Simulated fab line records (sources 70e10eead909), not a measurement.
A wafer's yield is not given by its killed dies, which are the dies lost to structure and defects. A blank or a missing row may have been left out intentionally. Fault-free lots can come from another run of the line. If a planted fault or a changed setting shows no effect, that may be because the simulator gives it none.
fab line records	flow nandHarc
[record] lots = 12	wafers = 36	lastDay = 24
route steps=1159 shown P_CONTACT@233 END@1159
lots that met no fault: taken from a fault-free run of the same line
startH: the number of hours between the record's first day and the start of the first shown wafer of the lot	waitH: hours from the lot's prior step to this one	" the same as in the row above	L1.1+2: one row covering several wafers at once	- value missing, or start not given	* or withheld: withheld	< > ~ a bound
route shown NAME@n: a module of which the file shows steps, and the number in the route of the first	usual: mean and standard deviation over wafers with no fault	same: alike in all rows	chamber/n: place in a boat	sites: each site's reading	_std_site: the values' standard deviation	_edge_site: outer sites' mean less inner sites'	radiusMm: how far each site lies from the wafer's centre	mask NAME#n: copy n	behind: tool/chamber where the wafer was last shaped	hold: cause of the lot's hold/its duration in hours/its outcome	device: which transistor (n, p or np) failed to switch	end of line: tests of these same wafers at the route's end	a step given without rows: its recipe and nothing more	killed: dies lost to structure and defects at the first sort, not the wafer's yield	map: a wafer's dies, marking killed ones x, the rest . and places with no die _
set.NAME: the setting that was run; set.NAME@STEP: the one run at that earlier step	model.NAME: the simulator's own value behind a step, which no gauge read
steps of the route over a sample of lots; a table a step, a row a wafer
services: a tool's chamber out of use, with start hour (startH, from the record's first day; less than 0 if before it), hours out, and reason
[[steps]]
[step NHARC_P_CONTACT_OVL_MEAS_13]
[usual] overlayXNm = -0.4/0.83	overlayYNm = -0.3/0.97
lot.wafer	tool	chamber	startH	waitH	overlayXNm	overlayYNm
L800.1	overlay-01	-	109.69	-	-0.4	-0.7
L800.4	"	-	"	"	-0.1	-0.5
L800.5	"	-	"	"	-0.1	-0.1
L803.2	overlay-02	-	126.24	-	-0.4	1.0
L803.4	"	-	"	"	-0.6	1.1
L803.5	"	-	"	"	0.5	0.8
L802.2	overlay-01	-	126.71	-	-0.5	0.9
L802.4	"	-	"	"	-0.9	0.2
L802.6	"	-	"	"	0.0	0.6
L804.1	overlay-02	-	129.35	-	0.4	-0.9
L804.3	"	-	"	"	0.2	-1.3
L804.4	"	-	"	"	0.0	-0.8
L806.2	overlay-02	-	137.94	-	0.6	-0.8
L806.5	"	-	"	"	-0.1	-0.6
L806.6	"	-	"	"	0.5	-0.7
L805.2	overlay-01	-	138.31	-	-0.9	0.2
L805.3	"	-	"	"	-1.6	0.2
L805.6	"	-	"	"	-1.4	-0.2
L808.2	overlay-01	-	162.51	-	0.5	0.3
L808.3	"	-	"	"	0.3	-0.1
L808.5	"	-	"	"	0.0	0.4
L812.1	overlay-01	-	189.06	-	-1.2	-1.3
L812.4	"	-	"	"	-0.7	-0.7
L812.6	"	-	"	"	-1.4	-0.8
L815.3	overlay-01	-	192.77	-	-1.3	-0.8
L815.5	"	-	"	"	-0.8	-1.3
L815.6	"	-	"	"	-0.4	-1.6
L820.1	overlay-02	-	231.98	-	-1.3	-1.5
L820.3	"	-	"	"	-2.2	-1.2
L820.5	"	-	"	"	-0.7	-1.5
L821.1	overlay-01	-	237.24	-	-1.2	1.1
L821.2	"	-	"	"	-1.8	0.8
L821.3	"	-	"	"	-1.3	1.1
L822.1	overlay-01	-	238.14	-	-1.1	0.8
L822.5	"	-	"	"	-1.6	-0.2
L822.6	"	-	"	"	-1.1	-0.1
[step NHARC_P_CONTACT_ETCH_36]
[recipe] targetDepthA = 2600	overEtchFrac = 0.25	timeS = 406.25	ionEnergyEv = 200	n2FlowSccm = 150	h2FlowSccm = 150	arFlowSccm = 0	rfW = 400	biasW = 150	chemistry = N2/H2
[usual] drypumpMotorCurrentA = 5.9/0.42	oesProductAu = 1.004/0.0082	rfVppV = 431.0/2.4	runLengthS = 427.6/0.42	showerheadPlenumPTorr = 2.06/0.082	throttleValvePct = 14.171/0.0084
[same] overEtchFrac = 0.25
lot.wafer	tool	chamber	startH	waitH	drypumpMotorCurrentA	oesProductAu	rfHoursCounterH	rfVppV	runLengthS	showerheadPlenumPTorr	throttleValvePct
L800.4	rieDiel-08	3	109.99	-	5.7	1.003	15	428.0	427.6	1.97	14.165
L800.1	"	1	"	"	6.3	0.991	14	432.6	427.5	2.13	14.188
L800.5	"	3	"	"	5.6	0.994	-	428.7	427.3	1.96	14.174
L803.2	rieDiel-12	1	126.62	-	4.8	0.985	11	428.3	427.1	1.96	14.154
L803.4	"	2	"	"	5.7	1.006	-	430.6	427.6	2.07	14.170
L803.5	"	1	"	"	4.8	0.988	-	428.2	427.1	1.96	14.173
L802.4	rieDiel-06	2	127.01	-	6.5	1.015	23	430.8	427.6	2.10	14.164
L802.2	"	3	"	"	5.7	0.999	24	430.9	427.9	2.10	14.165
L802.6	"	1	"	"	6.3	0.992	-	431.9	427.7	2.05	14.169
L804.1	rieDiel-12	1	129.65	-	4.8	1.002	11	427.3	427.0	1.96	14.176
L804.3	"	3	"	"	5.8	1.018	12	434.2	427.5	2.19	14.176
L804.4	"	1	"	"	4.8	0.999	-	427.9	427.3	1.96	14.165
L806.2	rieDiel-08	0	138.31	-	5.9	1.000	0	430.0	428.4	2.03	14.164
L806.6	"	1	"	"	6.4	0.990	-	432.5	427.3	2.12	14.182
L806.5	"	2	"	"	6.0	0.998	-	433.2	427.1	2.16	14.173
L805.2	rieDiel-12	2	138.61	-	5.7	1.006	13	430.7	427.9	2.07	14.174
L805.3	"	3	"	"	5.7	1.003	14	436.6	427.4	2.19	14.167
L805.6	"	2	"	"	5.7	1.016	-	429.9	427.4	2.07	14.164
L808.3	rieDiel-06	1	162.82	-	6.2	0.994	36	432.1	427.8	2.04	14.156
L808.2	"	2	"	"	6.4	1.012	36	430.6	427.4	2.09	14.181
L808.5	"	2	"	"	6.4	1.008	-	431.1	427.2	2.09	14.181
L812.4	rieDiel-12	2	189.34	-	5.7	1.013	18	431.5	427.5	2.07	14.163
L812.1	"	0	"	"	6.2	1.018	14	430.2	303.8	1.97	14.180
L812.6	"	2	"	"	5.7	1.011	-	431.4	427.9	2.07	14.171
L815.3	rieDiel-12	1	193.10	-	4.8	1.010	18	427.9	427.1	1.95	14.170
L815.5	"	3	"	"	5.7	1.010	-	434.5	427.6	2.19	14.165
L815.6	"	0	"	"	6.3	0.995	-	428.2	303.6	1.97	14.163
L820.1	rieDiel-08	1	232.32	-	6.3	1.007	9	433.2	427.4	2.12	14.170
L820.3	"	2	"	"	6.0	1.013	9	432.9	427.4	2.16	14.166
L820.5	"	3	"	"	5.7	1.003	-	427.1	427.3	1.96	14.186
L821.1	rieDiel-08	0	237.52	-	5.9	0.999	10	429.1	428.6	2.03	14.181
L821.2	"	1	"	"	6.3	0.998	10	435.4	427.7	2.12	14.170
L821.3	"	2	"	"	6.0	1.014	10	433.0	427.2	2.16	14.167
L822.1	rieDiel-08	3	238.59	-	5.7	1.005	10	427.5	427.9	1.96	14.168
L822.5	"	0	"	"	5.9	0.995	-	430.6	428.6	2.03	14.151
L822.6	"	1	"	"	6.4	0.996	-	433.0	427.8	2.12	14.172
[step NHARC_P_CONTACT_CD_MEAS_19]
[usual] cdNm = 88.8/1.5
lot.wafer	tool	chamber	startH	waitH	cdNm
L800.1	cdSem-02	-	110.65	-	87.6
L800.4	"	-	"	"	89.7
L800.5	"	-	"	"	90.6
L803.2	cdSem-01	-	127.36	-	88.2
L803.4	"	-	"	"	89.5
L803.5	"	-	"	"	89.2
L802.2	cdSem-02	-	127.68	-	89.7
L802.4	"	-	"	"	88.3
L802.6	"	-	"	"	88.6
L804.1	cdSem-03	-	130.47	-	89.0
L804.3	"	-	"	"	90.0
L804.4	"	-	"	"	89.5
L806.2	cdSem-02	-	138.91	-	88.6
L806.5	"	-	"	"	87.7
L806.6	"	-	"	"	90.1
L805.2	cdSem-03	-	139.43	-	88.7
L805.3	"	-	"	"	88.2
L805.6	"	-	"	"	89.9
L808.2	cdSem-03	-	163.59	-	92.8
L808.3	"	-	"	"	88.1
L808.5	"	-	"	"	92.3
L812.1	cdSem-02	-	190.03	-	86.2
L812.4	"	-	"	"	88.3
L812.6	"	-	"	"	89.4
L815.3	cdSem-01	-	193.89	-	87.0
L815.5	"	-	"	"	88.5
L815.6	"	-	"	"	85.7
L820.1	cdSem-02	-	232.95	-	91.1
L820.3	"	-	"	"	87.3
L820.5	"	-	"	"	91.7
L821.1	cdSem-02	-	238.21	-	88.2
L821.2	"	-	"	"	89.3
L821.3	"	-	"	"	84.0
L822.1	cdSem-02	-	239.19	-	91.1
L822.5	"	-	"	"	88.9
L822.6	"	-	"	"	88.9
[step NHARC_P_CONTACT_STRIP_28]
[recipe] o2FlowSccm = 500	arFlowSccm = 0	biasW = 0	chemistry = O2
[usual] drypumpMotorCurrentA = 5.8/0.4	oesProductAu = 1.006/0.0087	rfVppV = 57.9/0.88	showerheadPlenumPTorr = 3.56/0.13	throttleValvePct = 17.036/0.0083
lot.wafer	tool	chamber	startH	waitH	drypumpMotorCurrentA	oesProductAu	rfHoursCounterH	rfVppV	showerheadPlenumPTorr	throttleValvePct
L800.1	rieDiel-12	2	110.74	0.1	5.7	1.025	8	57.8	3.57	17.037
L800.4	"	0	"	"	6.2	1.001	9	58.0	3.43	17.040
L800.5	"	1	"	"	4.8	1.009	-	58.1	3.40	17.039
L803.2	rieDiel-12	1	127.48	0.1	4.8	0.997	11	55.9	3.40	17.022
L803.4	"	2	"	"	5.7	1.005	-	58.4	3.57	17.044
L803.5	"	1	"	"	4.8	0.994	-	58.6	3.40	17.034
L802.2	rieDiel-12	1	127.78	0.1	4.8	0.993	11	56.9	3.40	17.040
L802.4	"	1	"	"	4.8	1.006	-	57.4	3.40	17.039
L802.6	"	2	"	"	5.8	1.012	-	58.8	3.57	17.047
L804.4	rieDiel-06	1	130.61	0.1	6.3	0.994	23	58.5	3.54	17.036
L804.1	"	3	"	"	5.8	1.007	26	58.2	3.63	17.038
L804.3	"	0	"	"	6.3	1.003	18	57.3	3.40	17.037
L806.2	rieDiel-08	0	139.00	0.1	5.9	1.004	0	57.9	3.51	17.029
L806.5	"	3	"	"	5.7	1.005	-	57.1	3.41	17.018
L806.6	"	0	"	"	5.9	1.002	-	58.1	3.51	17.031
L805.2	rieDiel-08	2	139.50	0.1	6.0	1.017	0	60.1	3.72	17.025
L805.3	"	3	"	"	5.6	1.011	0	57.6	3.41	17.034
L805.6	"	2	"	"	6.0	1.017	-	56.9	3.72	17.050
L808.3	rieDiel-08	3	163.67	0.1	5.6	1.007	2	57.4	3.41	17.039
L808.2	"	1	"	"	6.3	0.994	2	57.9	3.66	17.028
L808.5	"	2	"	"	6.0	1.018	-	57.6	3.72	17.045
L812.1	rieDiel-08	0	190.12	0.1	5.9	1.009	4	57.5	3.51	17.037
L812.4	"	2	"	"	6.0	1.005	4	57.2	3.72	17.050
L812.6	"	3	"	"	5.6	1.007	-	58.6	3.41	17.037
L815.3	rieDiel-08	1	193.97	0.1	6.4	1.000	5	57.5	3.66	17.034
L815.5	"	0	"	"	6.0	1.005	-	58.3	3.51	17.043
L815.6	"	1	"	"	6.4	1.007	-	57.8	3.66	17.029
L820.3	rieDiel-08	3	233.02	0.1	5.7	0.998	9	57.6	3.41	17.035
L820.1	"	0	"	"	5.9	1.005	9	59.0	3.51	17.033
L820.5	"	0	"	"	5.9	1.001	-	57.6	3.51	17.047
L821.3	rieDiel-08	1	238.31	0.1	6.3	1.003	10	59.1	3.66	17.044
L821.2	"	2	"	"	6.0	1.005	10	57.7	3.71	17.027
L821.1	"	3	"	"	5.6	1.001	10	57.3	3.40	17.041
L822.1	rieDiel-12	3	239.30	0.1	5.7	1.005	3	59.0	3.75	17.052
L822.6	"	1	"	"	4.8	1.002	-	57.8	3.39	17.045
L822.5	"	2	"	"	5.7	1.002	-	57.1	3.57	17.032
[step NHARC_END_SORT_01]
[recipe] tempC = 25
[usual] killedAtArray = 26/9	killedAtOther = 0.8/1.2	killedAtPeriphery = 3.2/2.3	killedDies = 30/9.1	killedOpen = 3.5/2	killedShort = 1.8/1.4
[same] grossDies = 677
lot.wafer	tool	chamber	startH	waitH	killedAtArray	killedAtOther	killedAtPeriphery	killedDies	killedOpen	killedShort
L812.1	prober-02	0	514.07	2.5	22	1	654	677	3	4
L812.4	prober-02	0	516.50	3.4	21	0	2	23	2	0
L812.6	prober-02	0	518.12	4.0	20	0	3	23	3	2
L815.3	prober-02	0	532.45	3.1	15	0	2	17	7	2
L815.5	prober-02	0	534.07	3.7	9	0	6	15	1	2
L815.6	prober-02	0	534.88	4.1	13	1	663	677	2	3
// killed by level:class
L812.1 P_CONTACT:areaEtch=650 A_SLIT:chamberFilmFlake=9 A_CHANNEL_HOLE_D1:chamberFilmFlake=4 A_CONTACT:chamberFilmFlake=3 A_WL_FILL:geometricParticle:short=2 P_M1:chamberFilmFlake=2 P_M0:geometricParticle:short=1 A_CHANNEL_FILL_D1:geometricParticle:short=1
L812.4 A_SLIT:chamberFilmFlake=13 A_CHANNEL_HOLE_D1:chamberFilmFlake=3 A_STAIRCASE:chamberFilmFlake=2 P_M1:geometricParticle:open=1 A_CHANNEL_HOLE_D1:geometricParticle:open=1 P_ZERO_WELL:chamberFilmFlake=1 A_WL_FILL:chamberFilmFlake=1 A_CONTACT:chamberFilmFlake=1
L812.6 A_SLIT:chamberFilmFlake=8 A_CHANNEL_HOLE_D1:chamberFilmFlake=4 A_CONTACT:chamberFilmFlake=4 P_CONTACT:geometricParticle:open=1 P_M2:geometricParticle:short=1 A_ONON_D1:geometricParticle:short=1 A_CHANNEL_FILL_D1:geometricParticle:open=1 A_BLC:geometricParticle:open=1
L815.3 A_STAIRCASE:chamberFilmFlake=3 A_ZERO_WELL:chamberFilmFlake=2 A_CONTACT:chamberFilmFlake=2 P_GATE:geometricParticle:open=1 P_M0:geometricParticle:open=1 A_CHANNEL_HOLE_D1:geometricParticle:open=1 A_CHANNEL_FILL_D1:geometricParticle:short=1 A_CHANNEL_FILL_D1:geometricParticle:open=1
L815.5 A_CHANNEL_HOLE_D1:chamberFilmFlake=3 P_GATE:chamberFilmFlake=2 A_CONTACT:chamberFilmFlake=2 P_M0:geometricParticle:open=1 P_M0:geometricParticle:short=1 A_M0:geometricParticle:short=1 P_ZERO_WELL:chamberFilmFlake=1 P_M0:chamberFilmFlake=1
L815.6 P_CONTACT:areaEtch=661 A_STAIRCASE:chamberFilmFlake=3 A_CHANNEL_HOLE_D1:chamberFilmFlake=2 A_CONTACT:chamberFilmFlake=2 A_CHANNEL_FILL_D1:geometricParticle:short=1 A_SGD_CUT:geometricParticle:short=1 A_WL_FILL:geometricParticle:open=1 A_M0:geometricParticle:open=1
[[services]]
tool	chamber	startH	hours	kind
rieDiel-08	0	103.80	-	clean
rieDiel-08	1	103.80	-	clean
rieDiel-08	2	103.80	-	clean
rieDiel-08	3	103.80	-	clean
rieDiel-08	-	124.80	9.0	pm
rieDiel-08	0	124.80	9.0	ventCycle
rieDiel-08	1	124.80	12.7	ventCycle
rieDiel-08	2	124.80	9.0	ventCycle
rieDiel-08	3	124.80	9.0	ventCycle
rieDiel-12	0	125.13	24.1	repair
rieDiel-08	0	133.80	-	clean
rieDiel-08	2	133.80	-	clean
rieDiel-08	3	133.80	-	clean
rieDiel-08	0	158.30	-	clean
rieDiel-08	1	158.30	-	clean
rieDiel-08	2	158.30	-	clean
rieDiel-08	3	158.30	-	clean
rieDiel-08	0	182.80	-	clean
rieDiel-08	1	182.80	-	clean
rieDiel-08	2	182.80	-	clean
rieDiel-08	3	182.80	-	clean
rieDiel-06	1	183.57	9.1	repair
rieDiel-12	-	202.41	9.0	pm
rieDiel-12	1	218.40	5.1	repair
[[key]]
[firstSign] step = NHARC_P_CONTACT_ETCH_36	reading = runLengthS	direction = down	sigmas = 99+	usual = *	struck = *
[effect] step = NHARC_END_SORT_01	reading = killedAtPeriphery	direction = up	sigmas = 99+	usual = 3.2	struck = 658.5
[moreKillsBornAt] NHARC_P_CONTACT_ETCH_36@rieDiel-12 = 1311
metAt NHARC_P_CONTACT_ETCH_36
struckLots L812,L815
struckWafers L812.1,L815.6
laterRowsLeftOut L812.1,L815.6
testerLeftOut L812,L815
notActingAt NHARC_P_CONTACT_OVL_MEAS_13,NHARC_P_CONTACT_CD_MEAS_19,NHARC_P_CONTACT_STRIP_28
[fault] kind = processParameterDrift	tool = rieDiel-12	chamber = 0	onsetH = 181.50	steps = NHARC_P_CONTACT_ETCH_36	channel = timeS	offset = *	shape = step	endH = 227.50	actsIn = *	stated = *
// testerLeftOut: of these lots the tester's yield and bins aren't shown, on N5 and GAA mostly nor the transistor test; their killed dies are dies lost to structure and defects alone, not to doping, threshold or leakage, so they don't give the yield
// laterRowsLeftOut: the simulator's readings of these wafers behind a module that went badly wrong aren't trusted and aren't shown, but for the sort
